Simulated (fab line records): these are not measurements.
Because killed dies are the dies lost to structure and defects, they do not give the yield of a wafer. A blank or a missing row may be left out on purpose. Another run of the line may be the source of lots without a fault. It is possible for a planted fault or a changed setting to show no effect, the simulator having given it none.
Which tool did it? ; flow nandHarc ; 12 lots with 36 wafers sampled at 6 steps, on a route of 1302 steps

WHAT THE GAUGES READ, wafer by wafer
NHARC_A_CONTACT_CD_MEAS_08 targets a cd of 200 nm.
lot;measured;on;cdNm (nm)
L075;day 23 00:23;cdSem-01;199.4 200.5 199.8
L074;day 23 11:21;cdSem-03;200.8 200.8 200.3
L079;day 24 03:13;cdSem-03;199.3 198.7 198.9
L081;day 24 20:38;cdSem-01;199.6 200.1 200.4
L083;day 25 19:36;cdSem-03;200.2 199.7 200.0
L086;day 26 08:56;cdSem-03;199.3 198.7 198.9
L087;day 27 05:19;cdSem-02;200.0 200.1 199.9
L088;day 28 03:28;cdSem-02;199.7 200.1 200.2
L090;day 28 20:48;cdSem-02;199.7 199.4 199.1
L093;day 29 20:43;cdSem-01;200.1 199.3 199.8
L095;day 30 19:11;cdSem-02;199.9 199.4 200.0
L097;day 31 18:59;cdSem-03;199.8 199.8 199.2

WHICH TOOL RAN EACH LOT (tool, then ch and the chambers of the sampled wafers, then the start)
lot;NHARC_A_CONTACT_ETCH_122;NHARC_A_CONTACT_STRIP_55;NHARC_A_CONTACT_DEP_57;NHARC_A_CONTACT_ETCH_76;NHARC_A_CONTACT_ETCH_125
L075;harCapEtch-02 ch 0,1, day 22 05:53;rieDiel-11 ch 0,3, day 22 12:18 or earlier;aclDep-01 ch 0, day 22 12:18;rieDiel-11 ch 0,1, day 22 16:40 or earlier;harCapEtch-02 ch 0,1, day 22 16:40
L074;harCapEtch-01 ch 0,1, day 22 16:07;rieDiel-11 ch 1,2, day 22 21:34 or earlier;aclDep-01 ch 0, day 22 21:34;rieDiel-11 ch 2,3, day 23 03:26 or earlier;harCapEtch-01 ch 0,1, day 23 03:26
L079;harCapEtch-02 ch 0,1, day 23 09:32;rieDiel-11 ch 0,2, day 23 14:36 or earlier;aclDep-01 ch 0, day 23 14:36;rieDiel-11 ch 2,3, day 23 19:20 or earlier;harCapEtch-01 ch 0,1, day 23 19:20
L081;harCapEtch-01 ch 0,1, day 24 05:57;rieDiel-11 ch 0,1,2, day 24 08:52 or earlier;aclDep-03 ch 0, day 24 08:52;rieDiel-11 ch 2,3, day 24 14:47 or earlier;harCapEtch-02 ch 0,1, day 24 14:47
L083;harCapEtch-02 ch 0,1, day 25 04:33;rieDiel-06 ch 0,2,3, day 25 06:52 or earlier;aclDep-01 ch 0, day 25 06:52;rieDiel-11 ch 1,2,3, day 25 12:48 or earlier;harCapEtch-03 ch 0,1, day 25 12:48
L086;harCapEtch-01 ch 0,1, day 25 16:28;rieDiel-08 ch 1,2, day 25 20:17 or earlier;aclDep-03 ch 0, day 25 20:17;rieDiel-08 ch 0,3, day 26 02:02 or earlier;harCapEtch-03 ch 0,1, day 26 02:02
L087;harCapEtch-01 ch 0,1, day 26 13:07;rieDiel-06 ch 0,3, day 26 17:28 or earlier;aclDep-01 ch 0, day 26 17:28;rieDiel-08 ch 0,2,3, day 26 22:22 or earlier;harCapEtch-03 ch 0,1, day 26 22:22
L088;harCapEtch-03 ch 0,1, day 27 12:55;rieDiel-11 ch 1,2,3, day 27 15:47 or earlier;aclDep-02 ch 0, day 27 15:47;rieDiel-06 ch 0,1, day 27 21:17 or earlier;harCapEtch-01 ch 0,1, day 27 21:17
L090;harCapEtch-01 ch 0,1, day 28 03:19;rieDiel-11 ch 0,2,3, day 28 08:16 or earlier;aclDep-01 ch 0, day 28 08:16;rieDiel-06 ch 0,1,2, day 28 14:09 or earlier;harCapEtch-02 ch 0,1, day 28 14:09
L093;harCapEtch-01 ch 0,1, day 29 00:04;rieDiel-08 ch 0,1,2, day 29 10:16 or earlier;aclDep-02 ch 0, day 29 10:16;rieDiel-08 ch 0,1, day 29 14:37 or earlier;harCapEtch-01 ch 0,1, day 29 14:37
L095;harCapEtch-01 ch 0,1, day 30 04:55;rieDiel-08 ch 0,2,3, day 30 07:38 or earlier;aclDep-03 ch 0, day 30 07:38;rieDiel-06 ch 1,2,3, day 30 13:29 or earlier;harCapEtch-01 ch 0,1, day 30 13:29
L097;harCapEtch-03 ch 0,1, day 31 03:05;rieDiel-08 ch 0,3, day 31 06:58 or earlier;aclDep-03 ch 0, day 31 06:58;rieDiel-11 ch 0,2,3, day 31 11:44 or earlier;harCapEtch-03 ch 0,1, day 31 11:44
- NHARC_A_CONTACT_ETCH_122: etches the open film in C4F8/O2/Ar, time 190 s, target depth 1850 nm.
- NHARC_A_CONTACT_STRIP_55: strips in O2.
- NHARC_A_CONTACT_DEP_57: deposits aC, target thk 5300 nm.
- NHARC_A_CONTACT_ETCH_76: etches the open film in N2/H2, target depth 260 nm, time 475.3 s.
- NHARC_A_CONTACT_ETCH_125: etches the open film in C4F8/O2/Ar, time 197 s, target depth 1918 nm.

THE ANSWER, worked out from the rows above alone
Rule: the lots themselves supply what counts as usual. Put in order of their means at a reading, lots are off if they are a third of the lots or fewer, leave a main group of 4 or more, and stand apart from it by a gap of 3 or more times the standard deviation of the main group's means; of several such gaps the widest counts. A main group whose means are all the same, to the digits that the tables above print for the reading, isn't used. A lot without any number at a reading at which 4 lots or more have one is off too. All remaining lots with rows at the step are treated as sound.
Nothing can be told from this: no lot is off at any reading shown.

WHAT THE SIMULATOR HAD INSERTED
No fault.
